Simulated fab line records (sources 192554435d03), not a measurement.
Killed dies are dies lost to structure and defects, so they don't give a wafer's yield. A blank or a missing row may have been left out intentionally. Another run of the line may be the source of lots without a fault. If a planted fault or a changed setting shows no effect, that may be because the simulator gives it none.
Chamber matching :: flow n5-finfet :: rie-diel-04 running N5_BEOL_M10_VIA_ETCH_34: 4 sister chambers
The step etches SiCOH lowk in C4F6/O2, target depth 184.5 nm, time 69.2 s. 4 wafers are shown with their chamber, then 7 later ones without.

== WAFERS, EACH WITH ITS CHAMBER ==
wafer: L786.1
chamber: 2
drypump-motor-current-A (A): 6.2

wafer: L786.4
chamber: 3
drypump-motor-current-A (A): 5.3

wafer: L790.3
chamber: 0
drypump-motor-current-A (A): 6.0

wafer: L790.5
chamber: 1
drypump-motor-current-A (A): 5.3

== WAFERS WITHOUT THEIR CHAMBER ==
wafer: L790.6
drypump-motor-current-A (A): 6.0

wafer: L802.1
drypump-motor-current-A (A): 6.2

wafer: L802.2
drypump-motor-current-A (A): 5.3

wafer: L802.6
drypump-motor-current-A (A): 6.0

wafer: L803.1
drypump-motor-current-A (A): 5.4

wafer: L803.4
drypump-motor-current-A (A): 5.3

wafer: L803.6
drypump-motor-current-A (A): 6.0

== EACH ONE'S CHAMBER ==
wafer: L790.6
from the rows above: 0
in truth: 0

wafer: L802.1
from the rows above: 2
in truth: 2

wafer: L802.2
from the rows above: can't be placed: 1 or 3
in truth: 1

wafer: L802.6
from the rows above: 0
in truth: 0

wafer: L803.1
from the rows above: can't be placed: 1 or 3
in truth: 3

wafer: L803.4
from the rows above: can't be placed: 1 or 3
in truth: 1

wafer: L803.6
from the rows above: 0
in truth: 0
Correctly placed: 4 of 7. These rows do not allow placing 3 (true chamber among the candidates in 3). 0 placed wrongly.
How it was worked out, from the rows above alone: a wafer's distance from a chamber is the root of the sum, over the readings, of the square of ((its reading less the chamber's mean) divided by the reading's scatter). The wafer belongs to the nearest chamber; if the next one is less than 2 further off, it can't be placed. A chamber's mean is the mean of its shown wafers. The scatter (one wafer shown for each chamber): square how far every hidden wafer sits from the nearest shown wafer, average those squares and take the square root.
